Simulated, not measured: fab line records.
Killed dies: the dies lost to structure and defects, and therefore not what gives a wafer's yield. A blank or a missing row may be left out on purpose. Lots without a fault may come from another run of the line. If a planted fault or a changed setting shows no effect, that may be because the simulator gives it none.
fab line records	flow n5_finfet
record lots=6	wafers=17	last_day=21
route steps=1938 shown MOL_CONTACT_COAG@547 BEOL_M4@1111 PASSIVATION@1936
lots that met no fault: taken from a fault-free run of the same line
start_h: hours from the record's first day to the start of the lot's first wafer shown	wait_h: hours since the lot's step before	" repeats the value in the row above	L1.1+2: several wafers, shown together as one row	- no value, or no start given	* or withheld: withheld	< > ~ a bound
route shown NAME@n: NAME is a module with steps in the file, n the number in the route of the first one	usual: the fault-free wafers' mean and standard deviation	same: alike in all rows	chamber/n: place in a boat	sites: the reading at each site	_std_site: the values' standard deviation	_edge_site: outer sites' mean less inner sites'	radius_mm: how far each site lies from the wafer's centre	mask NAME#n: copy n	behind: the most recent tool/chamber to have shaped the wafer	hold: cause of the lot's hold/its duration in hours/its outcome	device: the transistor (n, p or np) that didn't switch	end of line: tests run on the same wafers once the route is complete	for a step that has no rows: nothing shown but its recipe	killed: count of dies lost to structure and defects at first sort (not the wafer's yield)	map: a wafer's dies, x killed, . not, _ none there
set.NAME: the setting that was run; set.NAME@STEP: the one run at that earlier step	model.NAME: the simulator's own value behind a step, which no gauge read
lots at some steps of the route; a table a step, a row a wafer
services: from which hour (start_h, from the record's first day; less than 0 if before it) a tool's chamber was out of use, for how many hours, and why
## steps
# step N5_MOL_CONTACT_COAG_SPUTTER_143
# recipe material=Co	target_thk_a=25	temp_c=25	chamber_pressure_pa=0.2
# step N5_MOL_CONTACT_COAG_CO_FILL_22
# recipe material=Co	target_thk_a=200	temp_c=200	precursor=CCTBA/H2	pressure_torr=30
# step N5_MOL_CONTACT_COAG_ANNEAL_113
# recipe temp_c=400	time_s=300	ambient=H2/N2
# usual lamp_power_pct=2.76/0.18	lamp_zone_5_pct=2.76/0.18	wafer_temp_C_max=401.9/0.41
lot.wafer	tool	chamber	start_h	wait_h	lamp_power_pct	lamp_zone_5_pct	wafer_temp_C_max
L308.2	rtp_anneal-01	0	92.08	0.5	2.59	2.59	402.3
L308.4	"	0	"	"	2.59	2.59	401.6
L308.6	"	0	"	"	2.59	2.59	402.2
L317.1	rtp_anneal-01	0	151.55	0.3	2.59	2.59	401.5
L317.5	"	0	"	"	2.59	2.59	402.4
L317.6	"	0	"	"	2.59	2.59	401.5
L324.2	rtp_anneal-01	0	188.89	0.7	2.59	2.59	402.0
L324.6	"	0	"	"	2.59	2.59	402.6
L326.3	rtp_anneal-01	0	200.88	0.6	2.59	2.59	401.4
L326.4	"	0	"	"	2.59	2.59	401.9
L326.6	"	0	"	"	2.59	2.59	401.9
L330.1	rtp_anneal-02	0	224.16	0.3	2.95	2.95	401.8
L330.2	"	0	"	"	2.95	2.95	401.8
L330.5	"	0	"	"	2.96	2.95	401.6
L331.1	rtp_anneal-02	0	234.23	0.3	2.95	2.95	401.0
L331.2	"	0	"	"	2.95	2.95	401.8
L331.6	"	0	"	"	2.95	2.95	401.2
# step N5_MOL_CONTACT_COAG_PRE_CLEAN_142
# recipe gas=H2/He	time_s=60	temp_c=300
# usual heater_power_w=448/40
lot.wafer	tool	chamber	start_h	wait_h	heater_power_w
L308.2	pvd_sputter-03	-	93.62	1.4	439
L308.4	"	-	"	"	513
L308.6	"	-	"	"	408
L317.1	pvd_sputter-02	-	154.66	3.0	480
L317.5	"	-	"	"	416
L317.6	"	-	"	"	423
L324.2	pvd_sputter-03	-	190.88	1.8	488
L324.6	"	-	"	"	394
L326.3	pvd_sputter-01	-	203.37	2.3	406
L326.4	"	-	"	"	472
L326.6	"	-	"	"	459
L330.1	pvd_sputter-01	-	225.37	1.1	402
L330.2	"	-	"	"	399
L330.5	"	-	"	"	474
L331.1	pvd_sputter-02	-	235.30	0.9	415
L331.2	"	-	"	"	492
L331.6	"	-	"	"	520
# step N5_MOL_CONTACT_COAG_SPUTTER_130
# recipe material=Co	target_thk_a=475	temp_c=25	chamber_pressure_pa=0.5	power_w=3000
# usual throttle_valve_pct=29.4/1
lot.wafer	tool	chamber	start_h	wait_h	throttle_valve_pct
L308.2	pvd_sputter-03	-	93.68	0.0	29.3
L308.4	"	-	"	"	28.7
L308.6	"	-	"	"	28.0
L317.1	pvd_sputter-02	-	154.72	0.0	30.4
L317.5	"	-	"	"	28.7
L317.6	"	-	"	"	28.8
L324.2	pvd_sputter-03	-	190.94	0.0	29.3
L324.6	"	-	"	"	28.2
L326.3	pvd_sputter-01	-	203.43	0.0	29.9
L326.4	"	-	"	"	29.4
L326.6	"	-	"	"	28.7
L330.1	pvd_sputter-01	-	225.43	0.0	30.0
L330.2	"	-	"	"	31.3
L330.5	"	-	"	"	29.4
L331.1	pvd_sputter-02	-	235.36	0.0	28.7
L331.2	"	-	"	"	30.3
L331.6	"	-	"	"	30.8
# step N5_MOL_CONTACT_COAG_PRECLEAN_125
# recipe chemistry=DIW	time_s=57.5	temp_c=23
# step N5_MOL_CONTACT_COAG_SRD_126
# recipe dry_time_s=32	dry=n2_spin	spin_rpm=1500
# step N5_MOL_CONTACT_COAG_CMP_23
# recipe stop_on=SiO2	t_overpolish_s=1.5	post_cmp_clean=cu_alkaline	down_force_psi=2	platen_rpm=50.289	pad_velocity_m_s=1.0006	target_thk_nm=0
# usual edge_zone_pressure_frac=1.000/0.0048	motor_current_A=8.1/1	overpolish_run_s=1.500/0.0081	time_to_endpoint_s=9.6/2.1
# same t_overpolish_s=1.5
lot.wafer	tool	chamber	start_h	wait_h	edge_zone_pressure_frac	motor_current_A	overpolish_run_s	time_to_endpoint_s
L308.4	cmp-03	1	93.89	0.1	1.007	8.4	1.499	10.6
L308.2	"	2	"	"	1.001	7.0	1.499	11.6
L308.6	"	0	"	"	0.999	7.8	1.505	8.2
L317.1	cmp-01	1	154.94	0.1	1.001	6.1	1.500	5.7
L317.6	"	0	"	"	0.986	8.2	1.505	11.4
L317.5	"	1	"	"	1.005	6.5	1.497	7.4
L324.2	cmp-03	1	191.24	0.1	0.995	8.3	1.500	7.4
L324.6	"	3	"	"	1.000	8.3	1.511	9.3
L326.4	cmp-03	1	203.65	0.1	1.002	8.0	1.492	10.5
L326.3	"	2	"	"	1.002	7.4	1.502	10.5
L326.6	"	1	"	"	1.001	8.4	1.495	8.5
L330.1	cmp-03	0	225.65	0.1	0.994	7.8	1.497	8.1
L330.2	"	2	"	"	1.004	7.3	1.495	10.0
L330.5	"	0	"	"	0.995	7.7	1.483	7.6
L331.1	cmp-02	2	235.61	0.1	0.984	9.1	1.508	11.7
L331.2	"	0	"	"	1.009	7.9	1.494	11.0
L331.6	"	2	"	"	0.996	9.2	1.507	13.9
# step N5_MOL_CONTACT_COAG_WET_ETCH_26
# recipe target=Co	target_depth_nm=13
# step N5_MOL_CONTACT_COAG_WET_ETCH_116
# recipe chemistry=SC1-inhibited	target_depth_nm=4.6	dry=ipa_marangoni	rinse_time_s=30	rinse_temp_c=23
# step N5_MOL_CONTACT_COAG_ALD_27
# recipe material=SiOC	target_thk_a=170	temp_c=400	ald_precursor_family=carbosiloxane	ald_co_reactant=H2-plasma	pulse_time_s=1.5	time_s=2720	purge_time_s=2	co_reactant_purge_time_s=2	ald_cycles=340	pressure_torr=2
# usual ald_cycles=340/0	heater_power_w=824/75	precursor_pulse_height_rel=0.999/0.021	run_length_s=2769.9/0.66	time_s=2720/0
lot.wafer	tool	chamber	start_h	wait_h	ald_cycles	heater_power_w	precursor_pulse_height_rel	run_length_s	time_s	model.SiOC_of_MOL_CONTACT_COAG_ALD_27.thk_nm
L308.2	ald_sin-02	1	95.79	1.1	340	835	1.010	2770.5	2720	17
L308.4	"	3	"	"	340	796	1.001	2770.2	2720	17
L308.6	"	0	"	"	340	793	1.017	2769.4	2720	17
L317.1	ald_sin-02	0	155.77	0.0	340	790	0.967	2768.9	2720	17
L317.5	"	2	"	"	340	776	0.994	2770.9	2720	17
L317.6	"	3	"	"	340	794	1.000	2770.2	2720	17.2
L324.2	ald_sin-02	3	191.95	0.0	340	716	1.022	2769.8	2720	17
L324.6	"	0	"	"	547	771	1.000	4425.2	4376	27.4
L326.3	ald_sin-02	3	204.47	0.0	340	729	1.007	2769.7	2720	17
L326.4	"	0	"	"	340	760	1.016	2768.9	2720	17
L326.6	"	1	"	"	547	753	1.004	4426.6	4376	27.4
L330.1	ald_sin-04	0	226.48	0.0	340	844	0.998	2769.4	2720	17
L330.2	"	3	"	"	340	970	1.023	2769.6	2720	17
L330.5	"	0	"	"	340	867	1.007	2768.9	2720	17
L331.1	ald_sin-04	0	236.84	0.0	340	875	1.036	2769.1	2720	17
L331.2	"	3	"	"	340	966	0.961	2769.6	2720	16.8
L331.6	"	3	238.38	1.6	340	960	0.994	2769.9	2720	17
# step N5_MOL_CONTACT_COAG_CMP_28
# recipe stop_on=SiNx	t_overpolish_s=0.85	post_cmp_clean=alkaline_brush	down_force_psi=4.15	platen_rpm=51.8	pad_velocity_m_s=1.0307	target_thk_nm=14.522
# usual edge_zone_pressure_frac=1.000/0.005	motor_current_A=12.5/1.4
lot.wafer	tool	chamber	start_h	wait_h	edge_zone_pressure_frac	motor_current_A
L308.2	cmp-03	2	97.36	0.8	0.993	11.2
L308.4	"	3	"	"	1.000	13.3
L308.6	"	3	"	"	0.989	12.8
L317.1	cmp-02	3	157.45	0.9	0.998	9.9
L317.5	"	0	"	"	1.001	11.7
L317.6	"	1	"	"	1.006	12.8
L324.2	cmp-03	3	193.53	0.8	1.000	12.8
L324.6	"	3	"	"	1.000	13.1
L326.3	cmp-01	0	206.04	0.8	0.990	12.9
L326.4	"	1	"	"	0.996	9.5
L326.6	"	0	"	"	1.004	12.7
L330.1	cmp-01	1	228.12	0.9	1.007	9.3
L330.2	"	2	"	"	0.995	13.8
L330.5	"	3	"	"	1.006	14.2
L331.2	cmp-01	3	239.17	1.6	1.001	14.2
L331.1	"	1	"	"	0.999	9.0
L331.6	"	0	"	"	0.999	13.0
# step N5_BEOL_M4_RC_MEAS_101
# usual DIBL_N=36.3/1.1	DIBL_P=36.3/1.4	IOFF_N=0.155/0.019	IOFF_P=0.211/0.027	ION_N=672/8.5	ION_P=462/5.8	SS_N=71.5/0.56	SS_P=73.3/0.52	VT_N=249.9/2.5	VT_P=-249.8/2.8
lot.wafer	tool	chamber	start_h	wait_h	DIBL_N[mV/V]	DIBL_P[mV/V]	IOFF_N[nA/um]	IOFF_P[nA/um]	ION_N[uA/um]	ION_P[uA/um]	SS_N[mV/dec]	SS_P[mV/dec]	VT_N[mV]	VT_P[mV]
L308.2	prober-01	0	196.27	0.2	37.9	37.2	0.171	0.243	674	465	71.8	74.0	249.2	-248.8
L308.4	"	0	"	"	34.5	32.6	0.110	0.165	647	452	70.7	73.0	254.2	-257.5
L308.6	"	0	"	"	36.9	36.4	0.151	0.224	669	467	71.8	74.6	249.0	-248.6
L317.1	prober-02	0	311.05	0.0	37.1	38.0	0.147	0.188	670	454	71.0	73.7	251.5	-250.6
L317.5	"	0	"	"	36.5	37.2	0.148	0.181	670	455	71.5	72.3	249.4	-254.8
L317.6	"	0	"	"	36.9	37.3	0.154	0.184	675	455	70.8	73.3	250.4	-252.2
L324.2	prober-01	0	351.44	0.2	36.5	37.6	0.151	0.209	661	458	72.0	73.4	251.8	-251.9
L324.6	"	0	"	"	34.8	35.6	0.134	0.186	658	454	72.3	73.0	252.1	-251.9
L331.1	prober-02	0	364.38	0.0	35.9	34.7	0.147	0.209	663	460	72.1	73.2	251.5	-247.4
L331.2	"	0	"	"	38.3	37.1	0.191	0.245	680	464	72.3	73.6	247.8	-247.4
L331.6	"	0	"	"	36.6	35.4	0.158	0.219	677	466	72.4	73.8	249.6	-251.6
L326.3	prober-02	0	385.66	0.3	37.1	35.5	0.140	0.194	659	458	71.6	73.0	252.5	-250.8
L326.4	"	0	"	"	36.8	34.6	0.135	0.191	673	461	71.3	73.1	251.9	-252.1
L326.6	"	0	"	"	37.7	36.3	0.159	0.218	675	465	71.8	73.4	251.1	-248.3
L330.1	prober-01	0	400.81	0.0	36.4	35.7	0.167	0.213	677	456	72.0	73.1	249.3	-249.3
L330.2	"	0	"	"	35.8	35.1	0.154	0.208	673	455	72.6	73.7	249.8	-249.9
L330.5	"	0	"	"	35.6	34.6	0.155	0.197	673	460	72.1	73.2	248.3	-250.5
# step N5_PASSIVATION_PROBE_49
# usual defect_limited_yield=91.4/1.2	killed_at_M0_to_M3=34/10	killed_at_M4_up=14/5.1	killed_at_contacts=12/6.4	killed_at_front_end=38/9.3	killed_at_other=4/3	killed_dies=102/15	killed_open=67/12	killed_short=33/6.9	sort_bin_5_function=5.0/0.86	sort_bin_6_memory=3.2/0.58	sort_bin_8_speed=0.00/0.0099	sort_n_pass=1078/15	sort_yield_pct=91.4/1.2
# same gross_dies=1180	killed_at_back_side=0	sort_bin_4_leakage[%]=0
lot.wafer	tool	chamber	start_h	wait_h	defect_limited_yield[%]	killed_at_M0_to_M3	killed_at_M4_up	killed_at_contacts	killed_at_front_end	killed_at_other	killed_dies	killed_open	killed_short	sort_bin_5_function[%]	sort_bin_6_memory[%]	sort_bin_8_speed[%]	sort_n_pass	sort_yield_pct[%]
L317.1	prober-02	-	422.19	0.4	93.1	29	13	11	19	9	81	49	28	4.2	2.5	0	1099	93.1
L317.5	prober-02	-	422.39	0.6	92.6	31	9	6	36	5	87	57	26	3.9	3.2	0	1093	92.6
L317.6	prober-02	-	422.44	0.6	92.5	27	13	5	36	8	89	53	35	4.2	2.9	0	1091	92.5
L324.2	prober-02	-	451.88	0.1	91.9	27	21	7	28	13	96	67	27	4.3	3.7	0	1084	91.9
L331.1	prober-02	-	484.14	0.0	90.2	46	14	4	50	2	116	77	39	5.8	4.0	0	1064	90.2
L331.2	prober-02	-	484.19	0.1	91.4	44	15	7	36	0	102	71	25	4.7	3.4	0	1078	91.4
L331.6	prober-02	-	484.39	0.3	91.5	38	11	14	35	2	100	65	33	4.8	3.1	0	1080	91.5
L330.1	prober-01	-	511.85	0.0	91.8	33	10	8	45	1	97	66	29	4.7	3.3	0	1083	91.8
L330.2	prober-01	-	511.90	0.1	90.9	53	15	3	35	1	107	59	46	5.7	3.0	0	1073	90.9
L330.5	prober-01	-	512.05	0.2	90.3	57	13	7	37	0	114	75	39	5.5	3.9	0	1066	90.3
# killed by level:class
L317.1 MOL_CONTACT_COAG:geometric_particle:open=10 BEOL_M0_SAQP:geometric_particle:open=8 BEOL_M0_SAQP:geometric_particle:short=6 STI_FIN_REVEAL:geometric_particle:open=5 BEOL_M2:geometric_particle:open=5 DUMMY_GATE:geometric_particle:open=4 GATE_CUT:geometric_particle:short=3 BEOL_M4:geometric_particle:open=3
L317.5 FIN_SAQP:geometric_particle:open=7 BEOL_M2:geometric_particle:open=7 BEOL_M0_SAQP:geometric_particle:short=6 BEOL_M0_SAQP:geometric_particle:open=6 BEOL_M3:geometric_particle:open=6 GATE_CUT:geometric_particle:open=5 GATE_CUT:geometric_particle:short=5 MOL_CONTACT_COAG:geometric_particle:open=4
L317.6 FIN_SAQP:geometric_particle:open=8 BEOL_M4:geometric_particle:open=7 BEOL_M1:geometric_particle:open=6 FIN_SAQP:geometric_particle:short=5 BEOL_M0_SAQP:geometric_particle:short=5 BEOL_M0_SAQP:geometric_particle:open=5 DUMMY_GATE:geometric_particle:open=4 GATE_CUT:geometric_particle:short=4
L324.2 BEOL_M4:geometric_particle:open=11 STI_FIN_REVEAL:geometric_particle:open=8 BEOL_M0_SAQP:geometric_particle:open=8 BEOL_M2:geometric_particle:open=7 MOL_CONTACT_COAG:geometric_particle:open=6 FIN_SAQP:geometric_particle:open=4 DUMMY_GATE:geometric_particle:open=4 PAD_METAL:geometric_particle:short=4
L331.1 STI_FIN_REVEAL:geometric_particle:open=14 BEOL_M2:geometric_particle:open=12 BEOL_M4:geometric_particle:open=7 BEOL_M1:geometric_particle:open=6 BEOL_M3:geometric_particle:open=6 FIN_SAQP:geometric_particle:open=5 FIN_SAQP:geometric_particle:short=5 DUMMY_GATE:geometric_particle:open=5
L331.2 BEOL_M0_SAQP:geometric_particle:short=15 BEOL_M0_SAQP:geometric_particle:open=13 BEOL_M4:geometric_particle:open=9 BEOL_M1:geometric_particle:open=9 STI_FIN_REVEAL:geometric_particle:open=7 MOL_CONTACT_COAG:geometric_particle:open=7 FIN_SAQP:geometric_particle:open=6 DUMMY_GATE:geometric_particle:open=5
L331.6 STI_FIN_REVEAL:geometric_particle:open=10 MOL_CONTACT_COAG:geometric_particle:open=8 BEOL_M1:geometric_particle:open=8 BEOL_M1:geometric_particle:short=7 MOL_CONTACT_COAG:geometric_particle:short=6 DUMMY_GATE:geometric_particle:open=5 BEOL_M2:geometric_particle:open=5 BEOL_M3:geometric_particle:open=5
L330.1 STI_FIN_REVEAL:geometric_particle:open=19 BEOL_M0_SAQP:geometric_particle:short=10 BEOL_M0_SAQP:geometric_particle:open=7 MOL_CONTACT_COAG:geometric_particle:open=7 STI_FIN_REVEAL:geometric_particle:short=6 BEOL_M2:geometric_particle:open=6 FIN_SAQP:geometric_particle:open=5 BEOL_M4:geometric_particle:open=5
L330.2 BEOL_M0_SAQP:geometric_particle:short=16 BEOL_M0_SAQP:geometric_particle:open=15 STI_FIN_REVEAL:geometric_particle:open=11 BEOL_M2:geometric_particle:open=6 BEOL_M4:geometric_particle:open=6 FIN_SAQP:geometric_particle:short=5 GATE_CUT:geometric_particle:short=5 FIN_SAQP:geometric_particle:open=4
L330.5 BEOL_M0_SAQP:geometric_particle:short=18 STI_FIN_REVEAL:geometric_particle:open=15 BEOL_M0_SAQP:geometric_particle:open=11 BEOL_M1:geometric_particle:open=7 BEOL_M3:geometric_particle:open=7 BEOL_M2:geometric_particle:open=6 GATE_CUT:geometric_particle:open=5 GATE_CUT:geometric_particle:short=5
## services
tool	chamber	start_h	hours	kind
cmp-01	-	69.52	5.3	pm
ald_sin-02	-	70.72	0.3	repair
cmp-01	-	74.85	1.1	repair
cmp-01	-	84.98	1.5	repair
cmp-01	-	87.00	1.8	repair
ald_sin-04	3	91.66	9.1	repair
pvd_sputter-02	-	106.49	1.0	repair
cmp-01	-	115.21	8.2	repair
pvd_sputter-03	-	118.46	0.5	repair
cmp-01	-	130.49	4.0	pm
pvd_sputter-01	-	138.92	4.7	repair
cmp-02	-	163.22	4.0	repair
pvd_sputter-02	-	163.68	5.1	repair
rtp_anneal-02	-	164.30	4.1	pm
ald_sin-04	1	168.36	12.8	repair
ald_sin-02	3	170.47	2.3	repair
ald_sin-02	-	176.87	14.0	pm
cmp-02	-	183.58	18.2	repair
rtp_anneal-02	-	188.01	0.9	repair
rtp_anneal-01	-	206.08	1.2	pm
cmp-02	-	215.05	3.4	repair
ald_sin-04	-	220.95	0.9	repair
cmp-02	-	230.85	4.1	repair
cmp-03	-	235.38	10.9	pm
## key
first_sign step=N5_MOL_CONTACT_COAG_ALD_27	reading=ald_cycles	direction=up	sigmas=99+	usual=*	struck=*
effect step=N5_MOL_CONTACT_COAG_ALD_27	reading=time_s	direction=up	sigmas=99+	usual=*	struck=*
model_effect step=N5_MOL_CONTACT_COAG_ALD_27	value=SiOC_of_MOL_CONTACT_COAG_ALD_27.thk_nm	without=17	struck=27.4
met_at N5_MOL_CONTACT_COAG_ALD_27
struck_wafers L324.6,L326.6
onset_between 155.77 191.95
fault kind=process_parameter_drift	tool=ald_sin-02	chamber=-	onset_h=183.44	steps=N5_MOL_CONTACT_COAG_ALD_27	channel=ald_cycles	offset=*	shape=step	end_h=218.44	scope=struck_wafers_only	acts_in=*	stated=*
